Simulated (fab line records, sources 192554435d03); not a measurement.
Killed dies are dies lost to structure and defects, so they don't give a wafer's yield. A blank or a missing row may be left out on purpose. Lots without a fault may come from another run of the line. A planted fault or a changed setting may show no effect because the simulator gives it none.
Split-lot experiment | flow n5_finfet | 7 lots, 21 wafers read, on a route of 1938 steps

THE SPLIT
At N5_BEOL_M12_PEB_08 (peb time 90 s), the setting peb_time_s was moved away from the recipe's 90 s on 8 of the 21 wafers read, by -21.9% to +20.7%. The other wafers ran this setting at the recipe's value.

FROM THE SPLIT TO THE READING: what the file shows between them, 10 steps
- N5_BEOL_M12_DEVELOP_09: develop time 45 s
- N5_BEOL_M12_HARDBAKE_14: time 120 s
- N5_BEOL_M12_CD_MEAS_10: target cd 140 nm
- N5_BEOL_M12_DESCUM_15: chemistry O2, time 7.9 s
- N5_BEOL_M12_ETCH_59: etches BARC in N2/H2, target depth 89 nm, overetch 26.7 nm, time 67.9 s
- N5_BEOL_M12_VIA_ETCH_16: etches SiOC in C4F8/O2/Ar, target depth 724.8 nm
- N5_BEOL_M12_STRIP_63: strips in N2/H2
- N5_BEOL_M12_STRIP_64: strips in N2/H2
- N5_BEOL_M12_STRIP_71: strips in post etch residue remover, time 60 s
- N5_BEOL_M12_SRD_72: time 30 s, dry time 30 s

THE READING
cd_nm, in nm, at N5_BEOL_M12_CD_MEAS_17 (target cd 140 nm). Fault-free wafers of this fab line usually give 140.9 nm, standard deviation 1.5 nm.

wafer  | tool, chamber at the split | peb_time_s as run, s | against the recipe | cd_nm, nm | against lot-mates on the recipe
L074.1 | litho_track-04, 0          | 104.6                | +16.2%             | 145.6     | +4.5
L074.4 | litho_track-04, 0          | 90                   | recipe             | 141.2     | -
L074.6 | litho_track-04, 0          | 90                   | recipe             | 141.0     | -
L075.1 | litho_track-02, 0          | 90                   | recipe             | 140.4     | -
L075.3 | litho_track-02, 0          | 70.25                | -21.9%             | 130.9     | -8.0
L075.6 | litho_track-02, 0          | 90                   | recipe             | 137.5     | -
L077.4 | litho_track-04, 0          | 90                   | recipe             | 141.3     | -
L077.5 | litho_track-04, 0          | 90                   | recipe             | 138.4     | -
L077.6 | litho_track-04, 0          | 90                   | recipe             | 141.9     | -
L079.3 | litho_track-02, 0          | 90                   | recipe             | 140.9     | -
L079.4 | litho_track-02, 0          | 90                   | recipe             | 141.8     | -
L079.5 | litho_track-02, 0          | 90                   | recipe             | 142.9     | -
L084.1 | litho_track-05, 0          | 108.6                | +20.7%             | 144.5     | +4.9
L084.4 | litho_track-05, 0          | 90                   | recipe             | 139.6     | -
L084.6 | litho_track-05, 0          | 108.6                | +20.7%             | 142.8     | +3.2
L089.3 | litho_track-05, 0          | 82.76                | -8.0%              | 137.8     | -1.9
L089.4 | litho_track-05, 0          | 82.76                | -8.0%              | 136.7     | -3.0
L089.5 | litho_track-05, 0          | 90                   | recipe             | 139.7     | -
L091.1 | litho_track-04, 0          | 80.2                 | -10.9%             | 138.9     | -3.5
L091.2 | litho_track-04, 0          | 90                   | recipe             | 142.4     | -
L091.6 | litho_track-04, 0          | 80.2                 | -10.9%             | 138.7     | -3.7

THE FIT
A straight line over all 21 wafers: cd_nm changes by +0.261 nm for each +1% of peb_time_s; r = +0.83; the points scatter about the line by 1.8 nm.
The same after taking each lot's own level away (the mean of its wafers on the recipe; 21 wafers): +0.272 nm for each +1%; r = +0.93; scatter 1.1 nm.
On that fit, the largest move of peb_time_s shifts the reading by 6 nm.
The lots' own levels span 138.95 to 142.40 nm, that is 2.3 times the standard deviation above.
So the lot-to-lot level changes the slope little: the two slopes agree.
Check: with one of the wafers moved furthest among these (-21.9%) left out of the fit, the line predicts -5.58 nm for it against its lot-mates. It came out at -8.05 nm against them.

OTHER SPLITS ON THESE WAFERS
These wafers also went through other splits before the reading. Each is held against what the fit with the lots' levels taken away leaves over:
other split on the same wafers | wafers away from the commonest value | r with cd_nm (lot level and that fit taken away)
N5_BEOL_M9_ETCH_66 time_s      | 6                                    | +0.10
N5_BEOL_M10_COAT_63 spin_rpm   | 8                                    | -0.20
N5_BEOL_M10_EXPOSE_25 dose_mj  | 4                                    | -0.01
N5_BEOL_M11_EXPOSE_25 dose_mj  | 6                                    | +0.20
N5_BEOL_M11_VIA_ETCH_34 time_s | 10                                   | -0.12
N5_BEOL_M12_COAT_04 spin_rpm   | 5                                    | +0.07

THE WHOLE CHAIN: every reading that the file lists as answering this split, in the file's order
step                   | what it does     | reading | change (the file's fit)               | r (the file's)
N5_BEOL_M12_CD_MEAS_10 | target cd 140 nm | cd_nm   | +0.266 nm for each +1% of the setting | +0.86
N5_BEOL_M12_CD_MEAS_17 | target cd 140 nm | cd_nm   | +0.289 nm for each +1% of the setting | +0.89

THE FILE'S OWN FIT
cd_nm changes by +0.289 nm for each +1% of peb_time_s, r = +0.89.
